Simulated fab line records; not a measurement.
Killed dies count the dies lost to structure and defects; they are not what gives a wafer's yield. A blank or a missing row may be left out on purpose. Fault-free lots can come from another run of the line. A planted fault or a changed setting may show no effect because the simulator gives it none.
Matching of chambers + flow n5_finfet + N5_BEOL_M0_SAQP_ILD_DEP_01 on pecvd-04: 3 sister chambers
The step deposits SiOC from DEMS/O2, target thk 45.419 nm, time 8.7 s. 16 wafers are shown with their chamber, then 8 later ones without.

## WAFERS WITH THEIR CHAMBER
| wafer  | chamber | throttle_valve_pct (%) | heater_power_w (W) | showerhead_plenum_p_Torr (Torr) |
|--------|---------|------------------------|--------------------|---------------------------------|
| L075.1 | 1       | 11.8                   | 545                | 5.700                           |
| L075.2 | 0       | 11.6                   | 549                | 5.714                           |
| L075.6 | 1       | 12.1                   | 566                | 5.664                           |
| L078.3 | 2       | 11.1                   | 494                | 5.669                           |
| L078.4 | 2       | 11.2                   | 492                | 5.686                           |
| L078.6 | 1       | 12.1                   | 548                | 5.701                           |
| L079.2 | 2       | 10.9                   | 473                | 5.676                           |
| L079.3 | 0       | 11.8                   | 562                | 5.701                           |
| L079.4 | 1       | 11.9                   | 569                | 5.693                           |
| L080.2 | 1       | 11.9                   | 570                | 5.696                           |
| L080.5 | 2       | 11.2                   | 489                | 5.680                           |
| L080.6 | 1       | 12.1                   | 554                | 5.680                           |
| L085.2 | 0       | 12.0                   | 536                | 5.696                           |
| L085.3 | 1       | 12.0                   | 455                | 5.686                           |
| L085.4 | 2       | 11.0                   | 411                | 5.668                           |
| L087.1 | 2       | 11.1                   | 498                | 5.651                           |

SIGNATURES (means of the wafers above)
| reading                  | chamber 0 | chamber 1 | chamber 2 | scatter within a chamber |
|--------------------------|-----------|-----------|-----------|--------------------------|
| throttle_valve_pct       | 11.800    | 11.986    | 11.083    | 0.135                    |
| heater_power_w           | 549.00    | 543.86    | 476.17    | 34.7                     |
| showerhead_plenum_p_Torr | 5.70367   | 5.68857   | 5.67167   | 0.0123                   |
Rule: for each reading, subtract the chamber's mean from the wafer's reading, divide by that reading's scatter and square the result; add these up over the readings and take the root, which gives the wafer's distance from the chamber. The wafer belongs to the nearest chamber; if the next one is less than 2 further off, it can't be placed. The scatter: the root of (the sum of the squares of (reading less its chamber's mean) over the shown wafers, divided by (wafers less chambers)).

## WAFERS WHOSE CHAMBER IS MISSING
| wafer  | throttle_valve_pct (%) | heater_power_w (W) | showerhead_plenum_p_Torr (Torr) |
|--------|------------------------|--------------------|---------------------------------|
| L087.3 | 12.1                   | 513                | 5.681                           |
| L087.6 | 12.1                   | 515                | 5.690                           |
| L094.1 | 12.0                   | 547                | 5.708                           |
| L094.5 | 11.0                   | 497                | 5.678                           |
| L094.6 | 11.8                   | 564                | 5.720                           |
| L097.2 | 11.2                   | 487                | 5.682                           |
| L097.3 | 11.9                   | 532                | 5.720                           |
| L097.5 | 11.7                   | 533                | 5.717                           |

## CHAMBER TAKEN BY EACH
| wafer  | from the rows above     | in truth |
|--------|-------------------------|----------|
| L087.3 | can't be placed: 1 or 0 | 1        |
| L087.6 | can't be placed: 1 or 0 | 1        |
| L094.1 | can't be placed: 0 or 1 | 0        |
| L094.5 | 2                       | 2        |
| L094.6 | can't be placed: 0 or 1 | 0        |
| L097.2 | 2                       | 2        |
| L097.3 | can't be placed: 0 or 1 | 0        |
| L097.5 | can't be placed: 0 or 1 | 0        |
Correctly placed: 2 of 8. Can't be placed from these rows: 6 (the true chamber is among the candidates in 6). Placed wrongly: 0.
